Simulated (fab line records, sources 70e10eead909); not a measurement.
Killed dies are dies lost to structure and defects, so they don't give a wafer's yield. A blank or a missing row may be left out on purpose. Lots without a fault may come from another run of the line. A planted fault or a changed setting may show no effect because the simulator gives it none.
Problem report in the 8D (eight disciplines) form, filled by code | flow nand_harc | the parts of the form that need people (team, actions taken, sign-off) are left out

1. THE PROBLEM
run_length_s at NHARC_THIN_TSV_ETCH_59 reads a mean of 137.7 s on 6 wafers of 2 lots; wafers without a fault read 159.0 s with a standard deviation of 0.39. That is -55 standard deviations from the usual mean.
The step: etches the open film in Cl2/BCl3, target depth 880 nm, time 138.1 s.
First seen on wafer L494.1, day 30 01:20, on rie_metal-02. The record holds 42 wafers of 14 lots with a number at this step. Rule for "out", or "out of limits": more than 4 standard deviations from the usual mean. The other wafers with a number count as sound.

2. WHAT IT IS AND WHAT IT IS NOT
question                    | is                     | is not
which readings at this step | run_length_s           | bcl3_flow_sccm, drypump_motor_current_A, mfc_cl2_sccm, oes_product_au
which lots                  | L494, L496             | L480, L481, L482, L483, L486, L487, L488, L489, L491, L492, L493, L503
which wafers of those lots  | all that have a number | -
read on which tools         | rie_metal-02           | rie_metal-01, rie_metal-03
when                        | from day 30 01:20      | up to then (30 sound wafers); but 6 sound wafers of L493, L503 came after

3. SUSPECTS, AND WHAT RULES EACH OUT
Counting: a tool at a process step up to the reading stays a suspect if it ran every lot that is out and no sound lot after the first of them.
- pvd_sputter-01 at NHARC_THIN_TSV_PRE_CLEAN_50 (time 30 s): kept. It ran every lot that is out, first L494 (day 30 01:20), and no sound lot after that; its last sound lot up to then is L489 (day 27 18:12). NHARC_THIN_TSV_PRE_CLEAN_50 gives no start for some lots, so the hours and the order of its lots are those of NHARC_THIN_TSV_ETCH_59.
- rie_metal-02 at NHARC_THIN_TSV_ETCH_59 (etches the open film in Cl2/BCl3, target depth 880 nm, time 138.1 s): kept. It ran every lot that is out, first L494 (day 30 01:20), and no sound lot after that; its last sound lot up to then is L492 (day 29 01:05). Its own readings are out on those wafers: run_length_s.
Left after counting: pvd_sputter-01 at NHARC_THIN_TSV_PRE_CLEAN_50, rie_metal-02 at NHARC_THIN_TSV_ETCH_59.

4. THE CAUSE (what the simulator had put in)
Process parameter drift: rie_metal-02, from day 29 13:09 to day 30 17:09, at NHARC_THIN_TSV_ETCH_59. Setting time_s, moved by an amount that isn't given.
Counting left 2 suspects, and this tool is among them.

5. THE CHAIN OF EFFECTS, in route order
Each row: a reading whose mean over the struck wafers that have a number lies more than 3 standard deviations from the usual. Only readings for which the record gives a usual standard deviation are gone through. hours: the time from each lot's start at the first step in this table that gives one to its start at this step, as a median over the lots. sigmas: the change in usual standard deviations.
hours | step                   | reading      | usual   | on struck wafers | change | sigmas
0     | NHARC_THIN_TSV_ETCH_59 | run_length_s | 159.0 s | 137.7            | -21.3  | -55
The process steps in it:
- NHARC_THIN_TSV_ETCH_59: etches the open film in Cl2/BCl3, target depth 880 nm, time 138.1 s.
Later measuring or inspecting steps at which every struck wafer that the step has a row for has a number for every such reading, and none has moved that far: NHARC_THIN_TSV_CD_MEAS_37.

6. WHAT WOULD HAVE CAUGHT IT SOONER
In this record the first reading out of limits was taken at day 30 01:20, 12 hours after the fault began at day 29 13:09.
